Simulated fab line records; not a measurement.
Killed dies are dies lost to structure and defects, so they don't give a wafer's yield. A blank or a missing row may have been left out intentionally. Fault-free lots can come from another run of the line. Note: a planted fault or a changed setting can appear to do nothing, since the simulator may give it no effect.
The tool behind it: which one?    flow nand_harc    Sampling: 7 lots, 21 wafers, 2 of 1302 route steps

== WHAT EACH GAUGE READ, for each wafer ==
NHARC_A_M1_CD_MEAS_09: target cd 120 nm.
lot   measured      on         cd_nm (nm)
L231  day 23 01:01  cd_sem-02  119.9 117.1 118.9
L232  day 24 09:58  cd_sem-01  119.9 119.3 119.1
L237  day 25 13:55  cd_sem-01  119.5 119.8 120.9
L245  day 28 23:37  cd_sem-01  119.9 118.5 119.6
L247  day 30 13:30  cd_sem-03  120.0 120.2 121.3
L249  day 31 05:50  cd_sem-02  120.7 120.6 120.2
L252  day 31 21:13  cd_sem-03  118.6 120.9 121.6

== TOOL THAT RAN EACH LOT (tool first, then ch and the chambers of the sampled wafers, then the start) ==
lot   NHARC_A_M0_ANNEAL_30
L231  rtp_anneal-02 ch 0, day 22 22:49
L232  rtp_anneal-01 ch 0, day 24 07:54
L237  rtp_anneal-01 ch 0, day 25 11:41
L245  rtp_anneal-02 ch 0, day 28 21:42
L247  rtp_anneal-02 ch 0, day 30 11:17
L249  rtp_anneal-01 ch 0, day 31 03:48
L252  rtp_anneal-01 ch 0, day 31 19:09
- NHARC_A_M0_ANNEAL_30: time 90 s.

== THE ANSWER, worked out from the rows above alone ==
Rule: the usual values come from the lots themselves. The widest of any qualifying gaps counts: lots, ordered by their means at a reading, are off when they make up no more than a third of the lots, leave a main group of 4 or more, and stand apart from it by 3 or more times the standard deviation of that group's means. The tables above print the reading to a certain number of digits; a main group whose means all agree to those digits is not used. A lot without any number at a reading at which 4 lots or more have one is off too. All remaining lots with rows at the step are treated as sound.
No lot is off on any of the readings shown, so nothing can be concluded from this.

== WHAT HAD BEEN PUT IN BY THE SIMULATOR ==
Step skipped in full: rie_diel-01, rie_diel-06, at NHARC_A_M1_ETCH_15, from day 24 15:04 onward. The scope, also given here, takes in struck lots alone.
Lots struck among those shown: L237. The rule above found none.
